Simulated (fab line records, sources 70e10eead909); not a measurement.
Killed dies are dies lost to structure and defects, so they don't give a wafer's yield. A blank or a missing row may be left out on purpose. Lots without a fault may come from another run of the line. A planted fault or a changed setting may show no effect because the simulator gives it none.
Chamber matching | flow nand_harc | NHARC_A_CHANNEL_FILL_D1_ALD_25 on ald_hk-01: 4 sister chambers
The step deposits SiOx, target thk 60 nm, pulse time 10 s, ald cycles 600. 8 wafers are shown with their chamber, then 9 later ones without.

WAFERS WITH THEIR CHAMBER
wafer  | chamber | heater_power_w (W) | precursor_pulse_height_rel
L081.1 | 3       | 497                | 1.019
L081.2 | 2       | 493                | 1.002
L083.2 | 3       | 487                | 1.022
L087.3 | 1       | 415                | 0.985
L087.5 | 0       | 433                | 1.024
L088.4 | 0       | 442                | 1.059
L088.2 | 2       | 506                | 1.018
L088.5 | 1       | 415                | 1.009

WAFERS WITHOUT THEIR CHAMBER
wafer  | heater_power_w (W) | precursor_pulse_height_rel
L090.3 | 523                | 1.026
L090.1 | 432                | 0.987
L090.5 | 501                | 1.023
L092.4 | 433                | 0.985
L092.1 | 496                | 0.987
L092.6 | 485                | 0.986
L095.3 | 417                | 0.994
L095.5 | 411                | 0.997
L095.6 | 452                | 1.015

WHICH CHAMBER EACH WENT THROUGH
wafer  | from the rows above     | in truth
L090.3 | can't be placed: 2 or 3 | 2
L090.1 | can't be placed: 1 or 0 | 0
L090.5 | can't be placed: 2 or 3 | 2
L092.4 | can't be placed: 1 or 0 | 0
L092.1 | can't be placed: 2 or 3 | 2
L092.6 | can't be placed: 3 or 2 | 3
L095.3 | 1                       | 1
L095.5 | 1                       | 1
L095.6 | 0                       | 0
Placed correctly: 3 of 9. Can't be placed from these rows: 6 (the true chamber is among the candidates in 6). Placed wrongly: 0.
How it was worked out, from the rows above alone: a wafer's distance from a chamber is the root of the sum, over the readings, of the square of ((its reading less the chamber's mean) divided by the reading's scatter). The wafer belongs to the nearest chamber; if the next one is less than 2 further off, it can't be placed. A chamber's mean is the mean of its shown wafers. The scatter: the root of (the sum of the squares of (reading less its chamber's mean) over the shown wafers, divided by (wafers less chambers)).
